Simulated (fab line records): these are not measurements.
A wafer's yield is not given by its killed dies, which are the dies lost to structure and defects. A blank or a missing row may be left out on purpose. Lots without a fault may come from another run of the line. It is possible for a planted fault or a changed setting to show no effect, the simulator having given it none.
Which of the tools did it? | flow n5-finfet | 11 lots, 33 wafers sampled, at 2 steps of a route of 1938

WHAT EACH GAUGE READ, for each wafer
N5_MOL_CONTACT_COAG_THK_MEAS_53.
lot  | measured     | on            | VIA_MOL_THK (nm)
L075 | day 5 15:32  | film-metro-01 | 43.6 44.8 44.8
L077 | day 5 22:34  | film-metro-02 | 43.7 43.8 44.2
L079 | day 6 17:07  | film-metro-02 | 43.5 43.2 44.6
L082 | day 7 13:07  | film-metro-02 | 44.0 44.2 44.1
L085 | day 8 02:58  | film-metro-01 | 44.1 43.9 44.8
L087 | day 8 12:13  | film-metro-02 | 44.8 43.8 43.7
L089 | day 9 02:41  | film-metro-02 | 44.0 45.3 45.5
L091 | day 9 09:26  | film-metro-01 | 43.4 44.3 44.9
L093 | day 9 22:41  | film-metro-01 | 43.7 43.4 44.2
L095 | day 10 10:20 | film-metro-02 | 44.0 45.1 44.7
L097 | day 10 22:19 | film-metro-02 | 43.6 44.0 44.2

TOOL THAT RAN EACH LOT (tool first, then ch and the chambers of the sampled wafers, then the start)
lot  | N5_MOL_CONTACT_COAG_VIA_ETCH_117
L075 | rie-diel-01 ch 0,2,3, day 5 14:18
L077 | rie-diel-04 ch 0,2,3, day 5 21:25
L079 | rie-diel-04 ch 0,1,2, day 6 16:02
L082 | rie-diel-03 ch 0,1,2, day 7 11:26
L085 | rie-diel-04 ch 1,2,3, day 8 01:52
L087 | rie-diel-03 ch 1,2,3, day 8 10:58
L089 | rie-diel-04 ch 0,1,3, day 9 01:34
L091 | rie-diel-04 ch 0,1, day 9 08:20
L093 | rie-diel-03 ch 0,2,3, day 9 21:34
L095 | rie-diel-01 ch 1,3, day 10 09:14
L097 | rie-diel-01 ch 0,1, day 10 21:07
- N5_MOL_CONTACT_COAG_VIA_ETCH_117: etches SiO2 in C4F6/O2, target depth 40 nm, overetch 8 nm, time 26 s.

THE ANSWER, worked out from the rows above alone
Rule: the lots themselves supply what counts as usual. The widest of any qualifying gaps counts: lots, ordered by their means at a reading, are off when they make up no more than a third of the lots, leave a main group of 4 or more, and stand apart from it by 3 or more times the standard deviation of that group's means. A main group is skipped when, at the precision printed for the reading in the tables above, its means are all equal. A lot without any number at a reading at which 4 lots or more have one is off too. Where the step has rows for the other lots, those lots are counted as sound.
No lot is off at any reading shown: from this, nothing can be told.

WHAT THE SIMULATOR HAD INSERTED
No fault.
